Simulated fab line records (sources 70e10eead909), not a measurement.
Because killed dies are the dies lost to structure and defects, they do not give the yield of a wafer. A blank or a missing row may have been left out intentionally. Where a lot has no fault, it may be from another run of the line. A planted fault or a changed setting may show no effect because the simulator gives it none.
Comparing a struck lot with a sound one | flow nand harc | 15 steps out of a route of 1159
Sound: these wafers, L382.3, L382.4, L382.5. Wafers L395.2, L395.4, L395.6 were the ones struck. At the end, the cause is stated.
Order at every step that has rows: each side's tool, ch and its chambers, its first start. Under that, the readings that differ: sound wafers | struck wafers | difference of the means | sigmas: that difference in standard deviations of wafers without a fault.
alike: words and numbers the same on both sides, and readings whose means are apart by under 2 such deviations; not compared: readings that were withheld, readings missing a value for some wafer, numbers with overlapping values and no deviation given by the record, and bounds like >300 which may hide the same value.
A row with sigmas, a row that says differs or no value, or rows on one side alone: a step with any of these is where the two part. Numbers that have no deviation but don't overlap get no sigmas and don't part them. Lack of a reading on every wafer of one side parts them only where that side has two or more wafers.

first, 1 step without rows for these wafers: NHARC_A_ONON_D1_DEP_06 (target thk 1000 nm).
NHARC_A_ONON_D1_THK_MEAS_08: measures by ellipsometry.
  struck on film metro-01, day 11 19:38; sound on film metro-02, day 8 08:53
  alike: thk nm
then, no rows for these wafers at 1 step: NHARC_A_ONON_D1_DEP_09 (target thk 1000 nm).
NHARC_A_ONON_D1_THK_MEAS_11: measures by ellipsometry.
  struck on film metro-02, day 11 20:30; sound on film metro-01, day 8 09:28
  alike: thk nm
then, no rows for these wafers at 1 step: NHARC_A_ONON_D1_DEP_12 (target thk 1000 nm).
NHARC_A_ONON_D1_THK_MEAS_14: measures by ellipsometry.
  struck on film metro-01, day 11 21:29; sound on film metro-01, day 8 10:03
  alike: thk nm
then, 2 steps without rows for these wafers: NHARC_A_ONON_D1_ANNEAL_15 (time 3600 s); NHARC_A_ONON_D1_DEP_16 (target thk 1000 nm).
NHARC_A_ONON_D1_THK_MEAS_18: measures by ellipsometry.
  struck on film metro-01, day 12 06:49; sound on film metro-01, day 8 17:05
  alike: thk nm
then, no rows for these wafers at 1 step: NHARC_A_ONON_D1_DEP_19 (target thk 1000 nm).
NHARC_A_ONON_D1_THK_MEAS_21: measures by ellipsometry.
  struck on film metro-02, day 12 07:31; sound on film metro-02, day 8 17:39
  reading     | sound       | struck         | difference | sigmas
  thk nm (nm) | 996 998 997 | 1016 1018 1016 | +20        | +2
NHARC_A_ONON_D1_DEP_22: target thk 1000 nm.
  sound on pecvd onon-03 ch 0, day 8 17:49; struck on pecvd onon-03 ch 0, day 12 07:46
NHARC_A_ONON_D1_THK_MEAS_24: measures by ellipsometry.
  struck on film metro-02, day 12 08:13; sound on film metro-01, day 8 18:13
  reading     | sound          | struck      | difference | sigmas
  thk nm (nm) | 1007 1005 1004 | 388 390 387 | -617       | -65
then, no rows for these wafers at 1 step: NHARC_A_ONON_D1_DEP_25 (target thk 1000 nm).
-- the record jumps here: 12 days lie between the struck wafers' starts before and after (it left off in module A_ONON_D1 and takes up again in module END, whose first step shown is number 1159 of the route) --
NHARC_END_SORT_01:
  at this point the record logs the struck wafers (prober-02 ch 0, day 24 06:33) and has no rows for the sound ones

== WHERE THEY PART ==
At NHARC_A_ONON_D1_THK_MEAS_21 first; at NHARC_END_SORT_01 last (within this record only).

WHY: whatever the simulator had introduced
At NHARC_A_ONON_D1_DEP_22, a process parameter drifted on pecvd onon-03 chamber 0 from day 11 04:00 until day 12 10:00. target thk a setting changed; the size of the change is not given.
